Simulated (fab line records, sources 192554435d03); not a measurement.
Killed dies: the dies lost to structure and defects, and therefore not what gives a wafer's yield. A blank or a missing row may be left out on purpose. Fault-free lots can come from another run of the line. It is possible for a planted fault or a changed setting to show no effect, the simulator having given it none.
What tool caused it? | flow n5_finfet | 66 wafers sampled from 22 lots at 1 step of a route of 1938

## WHAT THE GAUGES READ, wafer by wafer
N5_GATE_CUT_OVL_MEAS_14. Usual: GATE_CUT_OVL 0.1 nm, standard deviation 0.67.
lot  | measured     | on         | GATE_CUT_OVL (nm) | flag
L074 | day 4 16:11  | overlay-01 | -0.2 -0.2 0.5     |
L075 | day 4 21:41  | overlay-01 | 0.9 1.1 0.7       |
L076 | day 4 22:56  | overlay-02 | -0.2 -0.4 -0.1    |
L077 | day 5 06:38  | overlay-02 | -0.2 -0.1 -0.4    |
L078 | day 5 14:47  | overlay-01 | -0.8 -0.6 -0.3    |
L079 | day 5 17:00  | overlay-02 | 0.5 1.0 0.7       |
L080 | day 5 23:14  | overlay-02 | 1.1 1.1 -0.7      |
L081 | day 6 05:05  | overlay-02 | -0.5 -0.7 -1.0    |
L083 | day 6 16:52  | overlay-02 | -0.3 -0.7 0.0     |
L082 | day 6 18:09  | overlay-01 | 0.4 0.1 -0.7      |
L085 | day 7 06:07  | overlay-01 | -0.3 0.2 0.5      |
L086 | day 7 11:49  | overlay-01 | 0.5 -0.6 1.0      |
L088 | day 8 06:55  | overlay-01 | 0.0 -0.8 -0.4     |
L089 | day 8 08:13  | overlay-02 | 1.1 0.4 1.0       |
L090 | day 8 13:58  | overlay-01 | 0.5 1.2 0.3       |
L091 | day 8 21:05  | overlay-02 | -0.9 0.3 -0.6     |
L092 | day 9 01:40  | overlay-01 | -0.9 -0.2 -0.5    |
L093 | day 9 07:11  | overlay-02 | -0.6 0.9 -0.3     |
L094 | day 9 12:37  | overlay-01 | 0.5 -0.2 -0.1     |
L095 | day 10 01:10 | overlay-02 | 1.2 1.1 1.0       |
L096 | day 10 02:41 | overlay-02 | -0.2 1.1 1.7      |
L097 | day 10 09:18 | overlay-01 | 1.1 1.1 1.6       |

## WHICH TOOL RAN EACH LOT (tool, then ch and the chambers of the sampled wafers, then the start)
The record holds no process step before these readings.

## AS READ BY THE TOOLS THEMSELVES (means over the sampled wafers that have a number; for cases with no such wafer, the mark the record gives instead)
The record holds no such reading with a usual standard deviation.

## THE ANSWER, worked out from the rows above alone
Rule: a lot counts as off when the mean over its wafers that have a number is more than 3 standard deviations away from the usual mean. Also off: a lot with no number at a reading for which 4 or more lots have one. All remaining lots with rows at the step are treated as sound. The gauges are gone through in route order, then the tools' own readings, and for those a lot's mean is taken as printed above. The first step at which some lot is off is used, and at that step the reading that is off furthest; a lot without a number counts as furthest.
Nothing can be told from this: no lot is off at any reading shown.

## WHAT THE SIMULATOR HAD PUT IN
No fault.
